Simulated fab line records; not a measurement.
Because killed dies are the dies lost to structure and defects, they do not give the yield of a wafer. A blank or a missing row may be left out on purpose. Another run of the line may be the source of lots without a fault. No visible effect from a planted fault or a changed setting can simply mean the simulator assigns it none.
Split-lot trial    flow n5 finfet    route with 1938 steps; 7 lots, 39 wafers read

THE SPLIT
At N5_SD_EPI_P_EPI_21 (deposits SiGe:B, time 355 s), the setting time s was moved away from the recipe's 355 s on 15 of the 39 wafers read, by -18.3% to +10.8%. The other wafers ran this setting at the recipe's value.

FROM THE SPLIT ON TO THE READING: in between, the file shows 1 step
- N5_SD_EPI_P_EPI_MEAS_23

THE READING
SiGe-B_of_SD_EPI_P_EPI_21.thk nm (the simulator's own value, which no gauge read), in nm, at N5_SD_EPI_P_HM_STRIP_48 (strips SiNx in H3PO4, material SiNx, target depth 3 nm). There is no usual value for it anywhere in the file. Across the 24 wafers here that went through the recipe, the average is 60.3 nm and the standard deviation 0.61 nm.

wafer   tool, chamber at the split  time s as run, s  against the recipe  SiGe-B_of_SD_EPI_P_EPI_21.thk nm, nm  against lot-mates on the recipe
L076.1  epi rpcvd-04, 0             334.1             -5.9%               57.8                                  -2.2
L076.2  epi rpcvd-04, 0             334.1             -5.9%               57.6                                  -2.4
L076.3  epi rpcvd-04, 0             355               recipe              60                                    -
L076.4  epi rpcvd-04, 0             334.1             -5.9%               58.2                                  -1.8
L076.5  epi rpcvd-04, 0             355               recipe              59.8                                  -
L076.6  epi rpcvd-04, 0             355               recipe              60.2                                  -
L077.1  epi rpcvd-02, 0             355               recipe              59.6                                  -
L077.4  epi rpcvd-02, 0             355               recipe              59.2                                  -
L077.6  epi rpcvd-02, 0             355               recipe              58.6                                  -
L079.1  epi rpcvd-04, 0             355               recipe              59.8                                  -
L079.2  epi rpcvd-04, 0             312.3             -12.0%              55.6                                  -5.0
L079.3  epi rpcvd-04, 0             312.3             -12.0%              56                                    -4.6
L079.4  epi rpcvd-04, 0             312.3             -12.0%              55.8                                  -4.8
L079.5  epi rpcvd-04, 0             355               recipe              60.8                                  -
L079.6  epi rpcvd-04, 0             355               recipe              61.2                                  -
L083.1  epi rpcvd-01, 0             393.2             +10.8%              65.4                                  +4.5
L083.2  epi rpcvd-01, 0             355               recipe              61.2                                  -
L083.3  epi rpcvd-01, 0             355               recipe              60.6                                  -
L083.4  epi rpcvd-01, 0             355               recipe              60.8                                  -
L083.5  epi rpcvd-01, 0             393.2             +10.8%              65.6                                  +4.7
L083.6  epi rpcvd-01, 0             393.2             +10.8%              64                                    +3.1
L086.1  epi rpcvd-01, 0             355               recipe              60.2                                  -
L086.2  epi rpcvd-01, 0             355               recipe              60.6                                  -
L086.4  epi rpcvd-01, 0             355               recipe              60.6                                  -
L086.5  epi rpcvd-01, 0             355               recipe              60.6                                  -
L086.6  epi rpcvd-01, 0             355               recipe              60.6                                  -
L086.3  epi rpcvd-01, 0             355               recipe              60.8                                  -
L093.1  epi rpcvd-04, 0             355               recipe              59.8                                  -
L093.2  epi rpcvd-04, 0             298.3             -16.0%              53                                    -6.9
L093.3  epi rpcvd-04, 0             298.3             -16.0%              53.6                                  -6.3
L093.4  epi rpcvd-04, 0             298.3             -16.0%              53.8                                  -6.1
L093.5  epi rpcvd-04, 0             355               recipe              60.2                                  -
L093.6  epi rpcvd-04, 0             355               recipe              59.6                                  -
L096.1  epi rpcvd-01, 0             355               recipe              60.4                                  -
L096.5  epi rpcvd-01, 0             355               recipe              60.4                                  -
L096.2  epi rpcvd-01, 0             355               recipe              60.6                                  -
L096.3  epi rpcvd-01, 0             290.1             -18.3%              52.6                                  -7.9
L096.4  epi rpcvd-01, 0             290.1             -18.3%              53.4                                  -7.1
L096.6  epi rpcvd-01, 0             290.1             -18.3%              52.2                                  -8.3

FIT RESULTS
A straight line over all 39 wafers: SiGe-B_of_SD_EPI_P_EPI_21.thk nm changes by +0.415 nm for each +1% of time s; r = +0.98; the points scatter about the line by 0.59 nm.
The same after taking each lot's own level away (the mean of its wafers on the recipe; 39 wafers): +0.405 nm for each +1%; r = +0.99; scatter 0.4 nm.
Per that fit: largest time s move, reading shift of 7.4 nm.
Measured against the standard deviation above, the lots' own levels, which go from 59.13 to 60.87 nm, span 2.9 times it.
The two slopes agree, so the slope changes little with the lot-to-lot level.
Check: with one of the wafers moved furthest among these (-18.3%) left out of the fit, the line predicts -7.34 nm for it against its lot-mates. Against them it came out at -7.87 nm.

FURTHER SPLITS ON THESE WAFERS
Before the reading, these wafers also passed through other splits. Each is held against what the fit with the lots' levels taken away leaves over:
other split on the same wafers              wafers away from the commonest value  r with SiGe-B_of_SD_EPI_P_EPI_21.thk nm (lot level and that fit taken away)
N5_STI_FIN_REVEAL_RECESS_09 target depth a  12                                    -0.12
N5_DUMMY_GATE_ETCH_32 time s                18                                    +0.19
N5_DUMMY_GATE_ETCH_42 bias w                18                                    +0.05

THE WHOLE CHAIN: every reading that the file lists as answering this split, in the file's order
step                     what it does                                            reading                                                                            change (the file's fit)                r (the file's)
N5_SD_EPI_P_EPI_21       deposits SiGe:B, time 355 s                             SiGe-B_of_SD_EPI_P_EPI_21.thk nm (the simulator's own value, which no gauge read)  +0.401 nm for each +1% of the setting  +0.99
N5_SD_EPI_P_EPI_MEAS_23                                                          thk nm                                                                             withheld for each +1% of the setting   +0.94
N5_SD_EPI_P_HM_STRIP_48  strips SiNx in H3PO4, material SiNx, target depth 3 nm  SiGe-B_of_SD_EPI_P_EPI_21.thk nm (the simulator's own value, which no gauge read)  +0.405 nm for each +1% of the setting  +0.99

FILE'S OWN FIT
SiGe-B_of_SD_EPI_P_EPI_21.thk nm changes by +0.405 nm for each +1% of time s, r = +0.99.
